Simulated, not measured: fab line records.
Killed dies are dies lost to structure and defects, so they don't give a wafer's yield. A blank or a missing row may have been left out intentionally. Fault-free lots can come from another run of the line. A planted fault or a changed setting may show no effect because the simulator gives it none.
Matching of chambers :: flow nand-harc :: NHARC_A_M0_STRIP_18 on rie-diel-13: 4 sister chambers
The step strips in N2/H2. 8 wafers are shown with their chamber, then 11 later ones without.

== EACH WAFER AND ITS CHAMBER ==
wafer: L081.1
chamber: 2
oes-product-au (a.u.): 0.994
rf-vpp-V (V): 91.0

wafer: L081.5
chamber: 1
oes-product-au (a.u.): 1.009
rf-vpp-V (V): 89.7

wafer: L085.1
chamber: 0
oes-product-au (a.u.): 0.988
rf-vpp-V (V): 90.5

wafer: L085.4
chamber: 1
oes-product-au (a.u.): 1.011
rf-vpp-V (V): 89.5

wafer: L085.5
chamber: 0
oes-product-au (a.u.): 0.997
rf-vpp-V (V): 90.4

wafer: L086.1
chamber: 2
oes-product-au (a.u.): 0.993
rf-vpp-V (V): 90.4

wafer: L086.5
chamber: 3
oes-product-au (a.u.): 0.989
rf-vpp-V (V): 88.9

wafer: L090.1
chamber: 3
oes-product-au (a.u.): 0.995
rf-vpp-V (V): 88.6

== WAFERS WHOSE CHAMBER IS MISSING ==
wafer: L090.3
oes-product-au (a.u.): 0.998
rf-vpp-V (V): 91.2

wafer: L090.6
oes-product-au (a.u.): 0.991
rf-vpp-V (V): 90.4

wafer: L092.2
oes-product-au (a.u.): 1.005
rf-vpp-V (V): 90.7

wafer: L092.3
oes-product-au (a.u.): 0.985
rf-vpp-V (V): 89.3

wafer: L092.4
oes-product-au (a.u.): 1.000
rf-vpp-V (V): 91.4

wafer: L093.1
oes-product-au (a.u.): 1.006
rf-vpp-V (V): 89.2

wafer: L093.3
oes-product-au (a.u.): 1.005
rf-vpp-V (V): 89.7

wafer: L093.4
oes-product-au (a.u.): 1.001
rf-vpp-V (V): 87.6

wafer: L095.1
oes-product-au (a.u.): 0.999
rf-vpp-V (V): 90.8

wafer: L095.2
oes-product-au (a.u.): 1.001
rf-vpp-V (V): 90.2

wafer: L095.5
oes-product-au (a.u.): 1.010
rf-vpp-V (V): 91.8

== EACH ONE'S CHAMBER ==
wafer: L090.3
from the rows above: can't be placed: 2 or 0
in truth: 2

wafer: L090.6
from the rows above: can't be placed: 0 or 2
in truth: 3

wafer: L092.2
from the rows above: can't be placed: 2 or 0 or 1
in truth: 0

wafer: L092.3
from the rows above: 3
in truth: 3

wafer: L092.4
from the rows above: can't be placed: 2 or 0
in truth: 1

wafer: L093.1
from the rows above: 1
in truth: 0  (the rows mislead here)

wafer: L093.3
from the rows above: 1
in truth: 1

wafer: L093.4
from the rows above: 3
in truth: 3

wafer: L095.1
from the rows above: can't be placed: 2 or 0
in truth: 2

wafer: L095.2
from the rows above: can't be placed: 0 or 2 or 1
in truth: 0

wafer: L095.5
from the rows above: can't be placed: 2 or 0
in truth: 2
Correctly placed: 3 of 11. From these rows, 7 cannot be placed; in 5 the true chamber is one of the candidates. Placed wrongly: 1.
How it was worked out, from the rows above alone: a wafer's distance from a chamber is the root of the sum, over the readings, of the square of ((its reading less the chamber's mean) divided by the reading's scatter). The wafer belongs to the nearest chamber; if the next one is less than 2 further off, it can't be placed. For every chamber, the mean is computed from those of its wafers that are shown. The scatter is the square root of a quotient: the sum, over the shown wafers, of each reading's squared deviation from its chamber's mean, divided by wafers minus chambers.
